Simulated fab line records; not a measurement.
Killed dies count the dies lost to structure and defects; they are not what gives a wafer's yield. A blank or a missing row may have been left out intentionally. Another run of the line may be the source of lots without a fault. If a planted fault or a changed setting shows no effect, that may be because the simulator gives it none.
fab line records	flow n5_finfet
record: lots: 9	wafers: 24	last_day: 17
route steps=1938 shown BEOL_M3@934 BEOL_M4@1111 PASSIVATION@1936
lots that met no fault: taken from a fault-free run of the same line
start_h: the number of hours between the record's first day and the start of the first shown wafer of the lot	wait_h: hours since the lot's step before	" unchanged from the row above	L1.1+2: a single row standing in for several wafers	- no value, or no start was given	* or withheld: withheld	< > ~ a bound
route shown NAME@n: a module of which the file shows steps, and the number in the route of the first	usual: average and standard deviation across the fault-free wafers	same: alike in all rows	chamber/n: place in a boat	sites: the reading at each site	_std_site: the standard deviation of these	_edge_site: inner sites' mean taken away from outer sites' mean	radius_mm: for every site, how far away it sits from the centre of the wafer	mask NAME#n: copy n	behind: the most recent tool/chamber to have shaped the wafer	hold: the reason the lot was held/the length of the hold in hours/how it ended	device: names the non-switching transistor (n, p or np)	end of line: the tests these same wafers got at the end of their route	a step given without rows: its recipe and nothing more	killed: the dies lost at the first sort to structure and to defects; this is not the yield of the wafer	map: the dies of a wafer, with x for killed, . for not killed, _ for no die there
set.NAME: the setting that was run; set.NAME@STEP: the one run at that earlier step	model.NAME: the simulator's own value behind a step, which no gauge read
steps of the route over a sample of lots; a table a step, a row a wafer
services: from which hour (start_h, from the record's first day; less than 0 if before it) a tool's chamber was out of use, for how many hours, and why
== steps ==
step: N5_BEOL_M3_HM_DEP_02
recipe: material: TiN	target_thk_a: 200	temp_c: 25	chamber_pressure_pa: 0.49996
usual: substrate_temp_c: 25.02/0.1	throttle_valve_pct: 29.7/1.1
lot.wafer	tool	chamber	start_h	wait_h	substrate_temp_c	throttle_valve_pct
L802.4	pvd_sputter-01	-	147.60	1.2	24.98	29.6
L802.5	"	-	"	"	24.85	29.2
L802.6	"	-	"	"	25.01	32.0
L807.3	pvd_sputter-02	-	173.09	1.4	24.98	30.3
L807.5	"	-	"	"	25.00	30.5
L809.1	pvd_sputter-01	-	185.05	0.6	25.06	29.3
L809.3	"	-	"	"	25.14	29.3
L811.2	pvd_sputter-03	-	197.12	0.0	24.87	30.0
L811.3	"	-	"	"	25.07	28.9
L811.6	"	-	"	"	25.14	28.7
L812.2	pvd_sputter-01	-	207.09	0.8	25.06	32.4
L812.5	"	-	"	"	24.99	29.3
L818.2	pvd_sputter-01	-	247.45	0.7	25.23	32.1
L818.5	"	-	"	"	24.99	29.3
L818.6	"	-	"	"	25.26	32.1
L820.2	pvd_sputter-02	-	253.88	1.1	24.99	30.0
L820.3	"	-	"	"	25.03	30.5
L820.4	"	-	"	"	25.01	28.4
L821.3	pvd_sputter-01	-	262.48	1.7	24.76	32.1
L821.4	"	-	"	"	24.98	29.3
L821.6	"	-	"	"	25.01	32.1
L824.2	pvd_sputter-02	-	285.06	1.9	24.86	30.5
L824.4	"	-	"	"	25.04	30.0
L824.6	"	-	"	"	24.86	28.1
step: N5_BEOL_M3_CD_MEAS_11
recipe: target_cd_nm: 17.05	landing_energy_ev: 500	detector: se_inlens	polarity: opening
usual: cd_nm: 17.04/0.27
lot.wafer	tool	chamber	start_h	wait_h	cd_nm
L802.4	cd_sem-03	0	148.13	-	17.17
L802.5	"	0	"	"	16.75
L802.6	"	0	"	"	16.57
L807.3	cd_sem-01	0	173.61	-	17.14
L807.5	"	0	"	"	17.05
L809.1	cd_sem-02	0	185.48	-	17.09
L809.3	"	0	"	"	17.28
L811.2	cd_sem-01	0	197.51	-	17.15
L811.3	"	0	"	"	16.32
L811.6	"	0	"	"	17.00
L812.2	cd_sem-02	0	207.60	-	17.42
L812.5	"	0	"	"	17.30
L818.2	cd_sem-03	0	247.84	-	16.97
L818.5	"	0	"	"	17.05
L818.6	"	0	"	"	16.80
L820.2	cd_sem-03	0	254.27	-	16.76
L820.3	"	0	"	"	17.28
L820.4	"	0	"	"	17.18
L821.3	cd_sem-01	0	263.00	-	16.91
L821.4	"	0	"	"	17.23
L821.6	"	0	"	"	17.01
L824.2	cd_sem-01	0	285.58	-	16.67
L824.4	"	0	"	"	16.74
L824.6	"	0	"	"	16.84
step: N5_BEOL_M3_HM_OPEN_17
recipe: chemistry: Cl2/BCl3	target_depth_a: 200	overetch_a: 60	target: TiN	mask_material: SOC	ion_energy_ev: 150	pressure_mtorr: 10	icp_w: 1000	bias_w: 126	Cl2_flow_sccm: 53.25	bcl3_flow_sccm: 21.75	Ar_flow_sccm: 25
usual: drypump_motor_current_A: 5.87/0.24	oes_product_au: 0.66/0.062	throttle_valve_pct: 22.27/0.27
lot.wafer	tool	chamber	start_h	wait_h	drypump_motor_current_A	oes_product_au	rf_hours_counter_h	throttle_valve_pct
L802.4	rie_metal-01	0	148.52	0.1	6.31	0.74	-	22.28
L802.5	"	1	"	"	6.02	0.66	-	22.11
L802.6	"	0	"	"	6.31	0.75	-	22.28
L807.3	rie_metal-02	0	174.01	0.1	6.03	0.64	-	22.00
L807.5	"	0	"	"	5.98	0.62	-	22.03
L809.1	rie_metal-02	0	185.85	0.0	6.08	0.63	59	22.03
L809.3	"	1	"	"	5.68	0.53	-	22.94
L811.2	rie_metal-03	1	197.88	0.0	5.56	0.70	30	22.18
L811.3	"	0	"	"	5.77	0.70	-	22.23
L811.6	"	1	"	"	5.59	0.69	-	22.20
L812.2	rie_metal-03	1	207.97	0.0	5.58	0.70	31	22.19
L812.5	"	1	"	"	5.59	0.69	-	22.20
L818.2	rie_metal-01	0	248.28	0.0	6.32	0.82	21	22.14
L818.5	"	1	"	"	6.05	0.64	-	22.14
L818.6	"	0	"	"	6.31	0.82	-	22.13
L820.2	rie_metal-03	0	254.94	0.0	5.76	0.67	29	22.25
L820.3	"	0	"	"	5.76	0.68	-	22.24
L820.4	"	1	"	"	5.59	0.68	-	22.21
L821.3	rie_metal-03	0	263.44	0.1	5.79	0.67	-	22.22
L821.4	"	1	"	"	5.56	0.79	-	22.03
L821.6	"	0	"	"	5.80	0.77	-	22.09
L824.2	rie_metal-02	1	286.10	0.0	5.64	0.79	2	22.46
L824.4	"	1	"	"	5.68	0.79	-	22.47
L824.6	"	1	"	"	5.66	0.79	-	22.46
step: N5_BEOL_M3_ETCH_77
recipe: chemistry: N2/H2	target: underlayer	target_depth_a: 65	mask_material: CAR-EUV	time_s: 5.2	ion_energy_ev: 200	pressure_mtorr: 30	source_w: 840	bias_w: 150	n2_flow_sccm: 200	h2_flow_sccm: 200	ends: cleared
usual: drypump_motor_current_A: 5.5/0.55	etch_rf_on_time_s: 5.28/0.17	oes_product_au: 0.66/0.069	rf_vpp_V: 523/3.2	showerhead_plenum_p_Torr: 2.52/0.1	throttle_valve_pct: 17.9/0.3
lot.wafer	tool	chamber	start_h	wait_h	drypump_motor_current_A	etch_rf_on_time_s	oes_product_au	rf_hours_counter_h	rf_vpp_V	showerhead_plenum_p_Torr	throttle_valve_pct
L802.4	rie_diel-02	2	149.27	0.0	5.6	5.25	0.72	65	521	2.45	17.8
L802.5	"	1	"	"	5.4	5.35	0.60	-	521	2.50	18.2
L802.6	"	2	"	"	5.6	5.24	0.73	-	522	2.45	17.8
L807.3	rie_diel-06	2	174.80	0.0	4.7	5.53	0.57	227	523	2.51	18.2
L807.5	"	2	"	"	4.8	5.52	0.58	-	524	2.51	18.2
L809.1	rie_diel-02	2	186.67	0.0	5.6	5.24	0.71	77	523	2.45	17.8
L809.3	"	0	"	"	5.7	5.29	0.64	144	519	2.36	18.3
L811.2	rie_diel-06	0	198.67	0.0	6.3	5.22	0.62	225	521	2.42	18.4
L811.3	"	1	"	"	5.4	5.01	0.69	103	527	2.64	17.5
L811.6	"	3	"	"	4.7	5.04	0.72	-	523	2.55	17.8
L812.2	rie_diel-03	1	208.75	0.0	5.0	5.25	0.74	39	528	2.71	17.6
L812.5	"	2	"	"	5.2	5.26	0.70	-	523	2.47	17.8
L818.2	rie_diel-06	3	248.94	0.0	4.7	5.04	0.70	113	523	2.55	17.8
L818.5	"	1	"	"	5.4	4.99	0.69	-	527	2.64	17.5
L818.6	"	0	"	"	6.3	5.19	0.60	-	519	2.42	18.4
L820.2	rie_diel-06	0	255.59	0.0	6.3	5.22	0.59	242	518	2.42	18.4
L820.3	"	2	"	"	4.7	5.58	0.56	248	525	2.50	18.2
L820.4	"	1	"	"	5.4	5.01	0.67	121	527	2.64	17.5
L821.3	rie_diel-02	2	264.21	0.0	5.7	5.31	0.69	103	521	2.44	17.8
L821.4	"	1	"	"	5.5	5.49	0.80	0	523	2.49	17.7
L821.6	"	3	"	"	6.0	5.59	0.75	-	525	2.61	17.6
L824.2	rie_diel-03	0	286.89	0.0	5.9	5.37	0.58	220	525	2.63	17.8
L824.4	"	3	"	"	6.5	5.31	0.82	5	530	2.71	17.4
L824.6	"	2	"	"	5.3	5.30	0.68	-	520	2.46	17.9
step: N5_BEOL_M3_ETCHBACK_99
recipe: chemistry: CHF3	target: SiO2	target_depth_a: 50	time_s: 10.4	source_w: 215	bias_w: 47	Ar_flow_sccm: 200	CHF3_flow_sccm: 12	ion_energy_ev: 100	pressure_mtorr: 30
usual: drypump_motor_current_A: 5.6/0.51	oes_product_au: 0.79/0.087	rf_vpp_V: 237/5	showerhead_plenum_p_Torr: 2.14/0.099	throttle_valve_pct: 17.13/0.24
lot.wafer	tool	chamber	start_h	wait_h	drypump_motor_current_A	oes_product_au	rf_hours_counter_h	rf_vpp_V	showerhead_plenum_p_Torr	throttle_valve_pct
L802.4	rie_diel-03	1	154.86	5.4	5.1	0.90	19	234	2.29	16.74
L802.5	"	0	"	"	5.9	0.69	-	234	2.23	17.07
L802.6	"	3	"	"	6.5	0.68	-	230	2.02	17.03
L807.3	rie_diel-06	2	179.89	4.7	4.7	0.69	227	236	2.14	17.45
L807.5	"	3	"	"	4.7	0.85	-	236	2.14	16.99
L809.1	rie_diel-02	0	192.28	5.5	5.7	0.73	145	242	2.00	17.39
L809.3	"	2	"	"	5.6	0.82	79	233	2.08	17.01
L811.2	rie_diel-06	0	206.65	7.8	6.3	0.71	227	243	2.03	17.52
L811.3	"	1	"	"	5.4	0.80	105	235	2.28	17.02
L811.6	"	0	"	"	6.2	0.71	-	244	2.03	17.49
L812.2	rie_diel-06	1	211.04	2.1	5.4	0.80	107	234	2.28	17.02
L812.5	"	2	"	"	4.7	0.68	-	235	2.14	17.48
L818.2	rie_diel-06	3	249.98	0.9	4.7	0.30	113	236	2.13	17.00
L818.5	"	0	"	"	6.3	0.70	-	243	2.03	17.55
L818.6	"	1	"	"	5.4	0.29	-	236	2.27	17.02
L820.2	rie_diel-02	3	258.56	2.8	6.0	0.91	26	246	2.23	16.95
L820.3	"	2	"	"	5.7	0.81	101	231	2.07	17.04
L820.4	"	2	"	"	5.6	0.80	-	231	2.07	17.02
L821.3	rie_diel-02	1	265.39	0.2	5.5	0.96	0	230	2.12	17.09
L821.4	"	2	"	"	5.7	0.30	103	233	2.07	17.02
L821.6	"	0	"	"	5.7	0.28	-	242	1.99	17.39
L824.2	rie_diel-02	0	294.57	7.5	5.7	0.71	178	242	1.98	17.45
L824.4	"	1	"	"	5.5	0.91	11	231	2.12	17.11
L824.6	"	3	"	"	6.0	0.89	-	247	2.23	16.96
step: N5_BEOL_M3_OCD_MEAS_38
usual: trench_depth_nm: 54.7/0.96
lot.wafer	tool	chamber	start_h	wait_h	trench_depth_nm
L802.4	ocd-01	-	155.26	-	55.7
L802.5	"	-	"	"	53.5
L802.6	"	-	"	"	53.4
L807.3	ocd-01	-	180.28	-	53.5
L807.5	"	-	"	"	56.5
L809.1	ocd-02	-	192.67	-	54.8
L809.3	"	-	"	"	54.4
L811.2	ocd-01	-	207.04	-	55.5
L811.3	"	-	"	"	57.2
L811.6	"	-	"	"	54.8
L812.2	ocd-02	-	211.44	-	56.3
L812.5	"	-	"	"	53.3
L818.2	ocd-01	-	250.38	-	-
L818.5	"	-	"	"	55.1
L818.6	"	-	"	"	-
L820.2	ocd-01	-	258.95	-	53.8
L820.3	"	-	"	"	53.7
L820.4	"	-	"	"	53.8
L821.3	ocd-01	-	265.78	-	53.5
L821.4	"	-	"	"	-
L821.6	"	-	"	"	-
L824.2	ocd-02	-	294.96	-	54.6
L824.4	"	-	"	"	54.8
L824.6	"	-	"	"	55.5
step: N5_BEOL_M3_CD_MEAS_35
recipe: target_cd_nm: 18	target_cd_y_nm: 21	polarity: opening
usual: cd_nm: 17.8/0.46
lot.wafer	tool	chamber	start_h	wait_h	cd_nm
L802.4	cd_sem-01	-	155.41	0.0	17.9
L802.5	"	-	"	"	18.0
L802.6	"	-	"	"	17.8
L807.3	cd_sem-02	-	180.53	0.0	17.9
L807.5	"	-	"	"	17.3
L809.1	cd_sem-03	-	192.82	0.0	17.7
L809.3	"	-	"	"	18.4
L811.2	cd_sem-01	-	207.20	0.0	18.4
L811.3	"	-	"	"	17.9
L811.6	"	-	"	"	17.9
L812.2	cd_sem-03	-	211.59	0.0	17.3
L812.5	"	-	"	"	17.6
L818.2	cd_sem-02	-	250.54	0.0	-
L818.5	"	-	"	"	18.1
L818.6	"	-	"	"	-
L820.2	cd_sem-03	-	259.12	0.0	18.2
L820.3	"	-	"	"	17.6
L820.4	"	-	"	"	17.9
L821.3	cd_sem-03	-	265.96	0.0	18.2
L821.4	"	-	"	"	-
L821.6	"	-	"	"	-
L824.2	cd_sem-02	-	295.12	0.0	17.8
L824.4	"	-	"	"	18.5
L824.6	"	-	"	"	17.8
step: N5_BEOL_M4_RC_MEAS_101
usual: DIBL_N: 36.0/1.9	DIBL_P: 35.6/2.4	IOFF_N: 0.16/0.036	IOFF_P: 0.21/0.04	ION_N: 673/14	ION_P: 460/8.9	SS_N: 71.5/0.67	SS_P: 73.2/0.73	VT_N: 249/3.6	VT_P: -250/3.7
lot.wafer	tool	chamber	start_h	wait_h	DIBL_N[mV/V]	DIBL_P[mV/V]	IOFF_N[nA/um]	IOFF_P[nA/um]	ION_N[uA/um]	ION_P[uA/um]	SS_N[mV/dec]	SS_P[mV/dec]	VT_N[mV]	VT_P[mV]
L802.4	prober-02	0	169.38	0.5	35.0	35.2	0.15	0.16	683	458	72.3	72.4	252	-255
L802.5	"	0	"	"	31.5	31.6	0.10	0.12	661	449	70.8	71.6	259	-261
L802.6	"	0	"	"	34.7	35.5	0.14	0.16	668	456	71.4	72.9	252	-256
L807.3	prober-02	0	193.70	0.3	36.6	37.3	0.16	0.23	659	465	71.3	73.2	249	-249
L807.5	"	0	"	"	34.7	34.8	0.13	0.19	662	457	70.4	72.6	254	-251
L809.1	prober-01	0	211.33	0.0	37.1	38.2	0.20	0.28	693	476	72.1	73.3	245	-243
L809.3	"	0	"	"	36.2	34.7	0.17	0.22	663	459	71.8	72.7	248	-247
L811.2	prober-01	0	221.77	0.2	36.5	35.0	0.15	0.19	648	445	72.1	73.2	252	-253
L811.3	"	0	"	"	36.0	36.1	0.15	0.20	683	468	71.6	72.8	249	-253
L811.6	"	0	"	"	36.5	35.3	0.16	0.19	658	447	71.5	73.2	249	-251
L812.2	prober-01	0	227.67	0.2	35.5	35.0	0.14	0.18	663	460	71.0	72.9	250	-253
L812.5	"	0	"	"	33.9	32.8	0.11	0.15	653	453	70.6	72.7	255	-254
L818.5	prober-02	0	266.80	0.6	35.6	37.1	0.15	0.23	672	467	71.1	73.4	249	-247
L820.2	prober-02	0	276.21	0.2	34.6	35.0	0.15	0.19	677	467	71.4	73.3	249	-251
L820.3	"	0	"	"	33.1	32.2	0.11	0.15	664	461	70.9	72.4	254	-255
L820.4	"	0	"	"	36.2	36.5	0.16	0.21	672	468	71.1	73.8	249	-249
L821.3	prober-01	0	288.31	0.3	34.9	34.2	0.14	0.20	675	460	71.4	72.7	249	-253
L824.2	prober-02	0	310.84	0.2	34.9	36.5	0.16	0.20	684	467	71.0	72.7	248	-249
L824.4	"	0	"	"	34.4	35.7	0.15	0.19	678	459	71.3	72.7	251	-254
L824.6	"	0	"	"	34.5	35.4	0.14	0.18	664	456	71.2	72.9	250	-253
step: N5_PASSIVATION_PROBE_49
usual: defect_limited_yield: 91.2/1.4	killed_at_M0_to_M3: 32/9.3	killed_at_M4_up: 14/4.9	killed_at_contacts: 15/7.5	killed_at_front_end: 40/11	killed_at_other: 4/3.3	killed_dies: 104/17	killed_on_rim: 13/4.2	killed_open: 68/14	killed_short: 33/7.9	sort_bin_5_function: 5.2/0.99	sort_bin_6_memory: 3.2/0.65	sort_n_pass: 1076/17	sort_yield_pct: 91.1/1.5
same: gross_dies: 1180	killed_at_back_side: 0	sort_bin_4_leakage[%]: 0	sort_bin_8_speed[%]: 0
lot.wafer	tool	chamber	start_h	wait_h	defect_limited_yield[%]	killed_at_M0_to_M3	killed_at_M4_up	killed_at_contacts	killed_at_front_end	killed_at_other	killed_dies	killed_on_rim	killed_open	killed_short	sort_bin_5_function[%]	sort_bin_6_memory[%]	sort_n_pass	sort_yield_pct[%]
L818.2	prober-01	-	365.91	0.1	0	1122	9	16	31	2	1180	152	64	25	96.8	3.0	0	0
L818.5	prober-01	-	366.06	0.2	86.9	25	13	14	44	59	155	69	64	33	10.5	2.1	1025	86.9
L818.6	prober-01	-	366.11	0.3	0	1092	15	20	52	1	1180	152	83	37	95.9	3.8	0	0
L821.3	prober-01	-	390.79	0.1	90.7	46	13	8	29	14	110	9	61	39	6.1	3.1	1070	90.7
L821.4	prober-01	-	390.84	0.2	0	1129	7	14	26	4	1180	152	64	35	96.5	3.3	0	0
L821.6	prober-01	-	390.94	0.3	0	1107	18	8	44	3	1180	152	63	41	96.6	3.2	0	0
killed by level:class
L818.2 BEOL_M3:area_open=1091 MOL_CONTACT_COAG:geometric_particle:open=11 BEOL_M3:geometric_particle:open=8 STI_FIN_REVEAL:geometric_particle:open=6 MOL_CONTACT_COAG:geometric_particle:short=5 BEOL_M0_SAQP:geometric_particle:open=5 BEOL_M1:geometric_particle:open=5 DUMMY_GATE:geometric_particle:open=4
L818.5 PASSIVATION:area_etch=57 STI_FIN_REVEAL:geometric_particle:open=13 MOL_CONTACT_COAG:geometric_particle:open=11 BEOL_M0_SAQP:geometric_particle:open=9 BEOL_M4:geometric_particle:open=9 BEOL_M0_SAQP:geometric_particle:short=8 GATE_CUT:geometric_particle:short=7 DUMMY_GATE:geometric_particle:open=6
L818.6 BEOL_M3:area_open=1060 MOL_CONTACT_COAG:geometric_particle:open=15 STI_FIN_REVEAL:geometric_particle:open=14 BEOL_M3:geometric_particle:open=11 FIN_SAQP:geometric_particle:open=8 BEOL_M0_SAQP:geometric_particle:open=7 GATE_CUT:geometric_particle:short=6 DUMMY_GATE:geometric_particle:open=6
L821.3 BEOL_M0_SAQP:geometric_particle:open=13 BEOL_M1:geometric_particle:open=11 BEOL_M0_SAQP:geometric_particle:short=10 PASSIVATION:area_etch=10 FIN_SAQP:geometric_particle:short=8 STI_FIN_REVEAL:geometric_particle:open=6 MOL_CONTACT_COAG:geometric_particle:open=6 BEOL_M4:geometric_particle:open=6
L821.4 BEOL_M3:area_open=1081 MOL_CONTACT_COAG:geometric_particle:open=12 BEOL_M0_SAQP:geometric_particle:open=12 BEOL_M1:geometric_particle:open=12 BEOL_M0_SAQP:geometric_particle:short=8 FIN_SAQP:geometric_particle:open=7 BEOL_M1:geometric_particle:short=6 STARTING-WAFER:geometric_particle:open=4
L821.6 BEOL_M3:area_open=1076 BEOL_M0_SAQP:geometric_particle:short=11 STI_FIN_REVEAL:geometric_particle:open=9 FIN_SAQP:geometric_particle:open=8 BEOL_M0_SAQP:geometric_particle:open=7 BEOL_M5:geometric_particle:open=7 MOL_CONTACT_COAG:geometric_particle:open=6 BEOL_M1:geometric_particle:open=6
== services ==
tool	chamber	start_h	hours	kind
rie_metal-03	-	125.06	2.8	pm
rie_diel-02	3	159.07	-	clean
rie_diel-02	3	159.07	-	consumable_replace:focus_ring
rie_diel-02	3	159.07	16.3	scheduled_down
rie_diel-02	3	159.07	16.3	vent_cycle
rie_diel-06	0	163.38	9.6	repair
rie_diel-02	1	245.26	-	clean
rie_diel-02	1	245.26	-	consumable_replace:focus_ring
rie_diel-02	1	245.26	17.8	scheduled_down
rie_diel-02	1	245.26	17.8	vent_cycle
rie_diel-06	2	262.16	-	clean
rie_diel-06	2	262.16	-	consumable_replace:focus_ring
rie_diel-06	2	262.16	25.1	scheduled_down
rie_diel-06	2	262.16	25.1	vent_cycle
rie_diel-03	0	274.83	3.8	repair
rie_diel-06	3	276.39	6.5	repair
rie_diel-02	3	277.39	11.6	repair
rie_diel-06	0	287.31	-	clean
rie_diel-06	0	287.31	-	consumable_replace:focus_ring
rie_diel-06	0	287.31	-	consumable_replace:showerhead
rie_diel-06	0	287.31	19.2	scheduled_down
rie_diel-06	0	287.31	19.2	vent_cycle
rie_metal-02	0	288.25	18.7	repair
rie_diel-06	3	289.56	18.8	repair
== key ==
first_sign: step: N5_BEOL_M3_ETCHBACK_99	reading: oes_product_au	direction: down	sigmas: 5.7	usual: 0.79	struck: 0.29
effect: step: N5_BEOL_M3_OCD_MEAS_38	reading: trench_depth_nm	direction: missing
effect: step: N5_BEOL_M3_CD_MEAS_35	reading: cd_nm	direction: missing
effect: step: N5_PASSIVATION_PROBE_49	reading: killed_at_M0_to_M3	direction: up	sigmas: 99+	usual: 32	struck: 1112
more_kills_born_at: N5_BEOL_M3_HM_OPEN_17@rie_metal-03: 2157	N5_BEOL_M3_HM_OPEN_17@rie_metal-01: 2151
met_at N5_BEOL_M3_HM_DEP_02
struck_lots L818,L821
struck_wafers L818.2,L818.6,L821.4,L821.6
later_rows_left_out L818.2,L818.6,L821.4,L821.6
baseline_loss: step: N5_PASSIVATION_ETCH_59	wafers: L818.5
baseline_loss: step: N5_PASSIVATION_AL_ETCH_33	wafers: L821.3
not_acting_at N5_BEOL_M3_CD_MEAS_11,N5_BEOL_M3_HM_OPEN_17,N5_BEOL_M3_ETCH_77
onset_between 207.09 247.45
fault: kind: process_parameter_drift	tool: pvd_sputter-01	chamber: -	onset_h: 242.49	steps: N5_BEOL_M3_HM_DEP_02	channel: target_thk_a	offset: *	shape: step	end_h: 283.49	scope: struck_wafers_only	acts_in: *	stated: *
later_rows_left_out: the simulator's readings of these wafers behind a module that went badly wrong aren't trusted and aren't shown, but for the sort
baseline_loss: these wafers lose ten dies or more at that step, a loss of the line's own and not of a fault; the sort's usual values leave them out
